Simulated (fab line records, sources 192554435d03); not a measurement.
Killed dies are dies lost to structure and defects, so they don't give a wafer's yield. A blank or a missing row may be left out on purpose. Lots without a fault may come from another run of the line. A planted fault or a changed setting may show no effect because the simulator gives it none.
Which tool did it? | flow n5_finfet | 8 lots, 24 wafers sampled, at 5 steps of a route of 1938

WHAT THE GAUGES READ, wafer by wafer
N5_MOL_CONTACT_COAG_CD_MEAS_101: target cd 16 nm.
lot  | measured     | on        | cd_nm (nm)
L286 | day 6 00:08  | cd_sem-02 | 15.8 15.4 15.1
L299 | day 9 06:17  | cd_sem-03 | - - -
L300 | day 9 09:08  | cd_sem-03 | - - -
L301 | day 9 20:43  | cd_sem-01 | - - -
L302 | day 10 00:19 | cd_sem-03 | 15.5 15.8 16.0
L304 | day 10 19:10 | cd_sem-02 | 16.0 15.8 15.0
L305 | day 10 19:15 | cd_sem-02 | 16.0 16.1 15.3
L306 | day 11 00:58 | cd_sem-03 | 15.9 15.8 16.0

WHICH TOOL RAN EACH LOT (tool, then ch and the chambers of the sampled wafers, then the start)
lot  | N5_MOL_CONTACT_COAG_STRIP_96       | N5_MOL_CONTACT_COAG_ETCH_66        | N5_MOL_CONTACT_COAG_ALD_133       | N5_MOL_CONTACT_COAG_ETCHBACK_134
L286 | rie_diel-03 ch 0,1, day 5 22:35    | rie_diel-04 ch 0,1,3, day 5 23:22  | ald_sin-03 ch 0,2,3, day 5 23:26  | rie_diel-05 ch 2,3, day 5 23:38
L299 | rie_diel-05 ch 1,2, day 9 04:28    | rie_diel-04 ch 1,2,3, day 9 05:22  | ald_sin-02 ch 0,1,2, day 9 05:26  | rie_diel-04 ch 1,2,3, day 9 05:46
L300 | rie_diel-05 ch 2,3, day 9 07:31    | rie_diel-03 ch 0,1,2, day 9 08:16  | ald_sin-04 ch 0,3, day 9 08:26    | rie_diel-03 ch 0,2,3, day 9 08:37
L301 | rie_diel-05 ch 1,3, day 9 19:07    | rie_diel-05 ch 0,3, day 9 19:53    | ald_sin-02 ch 2,3, day 9 20:01    | rie_diel-05 ch 0,3, day 9 20:12
L302 | rie_diel-03 ch 0,1,3, day 9 22:38  | rie_diel-04 ch 0,2,3, day 9 23:24  | ald_sin-02 ch 0,1,2, day 9 23:38  | rie_diel-04 ch 0,1,3, day 9 23:49
L304 | rie_diel-04 ch 2,3, day 10 17:19   | rie_diel-05 ch 1,2, day 10 18:23   | ald_sin-04 ch 0,3, day 10 18:28   | rie_diel-05 ch 1,2,3, day 10 18:38
L305 | rie_diel-05 ch 1,2, day 10 17:25   | rie_diel-04 ch 0,2, day 10 18:28   | ald_sin-02 ch 1,2, day 10 18:34   | rie_diel-03 ch 0,2, day 10 18:44
L306 | rie_diel-05 ch 1,2,3, day 10 23:24 | rie_diel-04 ch 0,2,3, day 11 00:10 | ald_sin-04 ch 0,1,2, day 11 00:14 | rie_diel-04 ch 0,2,3, day 11 00:27
- N5_MOL_CONTACT_COAG_STRIP_96: strips in N2/H2.
- N5_MOL_CONTACT_COAG_ETCH_66: etches SiARC in CF4, target depth 13 nm, time 21.7 s.
- N5_MOL_CONTACT_COAG_ALD_133: deposits SiO2, target thk 5 nm, pulse time 1 s, co reactant pulse time 1 s.
- N5_MOL_CONTACT_COAG_ETCHBACK_134: etches SiO2 in CHF3, target depth 10 nm, time 6.7 s.

THE ANSWER, worked out from the rows above alone
Rule: what is usual is taken from the lots themselves. Put in order of their means at a reading, lots are off if they are a third of the lots or fewer, leave a main group of 4 or more, and stand apart from it by a gap of 3 or more times the standard deviation of the main group's means; of several such gaps the widest counts. A main group whose means are all the same, to the digits that the tables above print for the reading, isn't used. A lot without any number at a reading at which 4 lots or more have one is off too. The other lots that the step has rows for count as sound.
Off: L299, L300, L301, at N5_MOL_CONTACT_COAG_CD_MEAS_101 (cd_nm). Without a number there: L299, L300, L301. The main group: mean 15.7 nm, standard deviation 0.16.
A tool fits if, at a process step before that reading, it ran every lot that is off, and no sound lot after the first of them. The gauges at N5_MOL_CONTACT_COAG_CD_MEAS_101 are tried like those tools. None of those tried fits.

WHAT THE SIMULATOR HAD PUT IN
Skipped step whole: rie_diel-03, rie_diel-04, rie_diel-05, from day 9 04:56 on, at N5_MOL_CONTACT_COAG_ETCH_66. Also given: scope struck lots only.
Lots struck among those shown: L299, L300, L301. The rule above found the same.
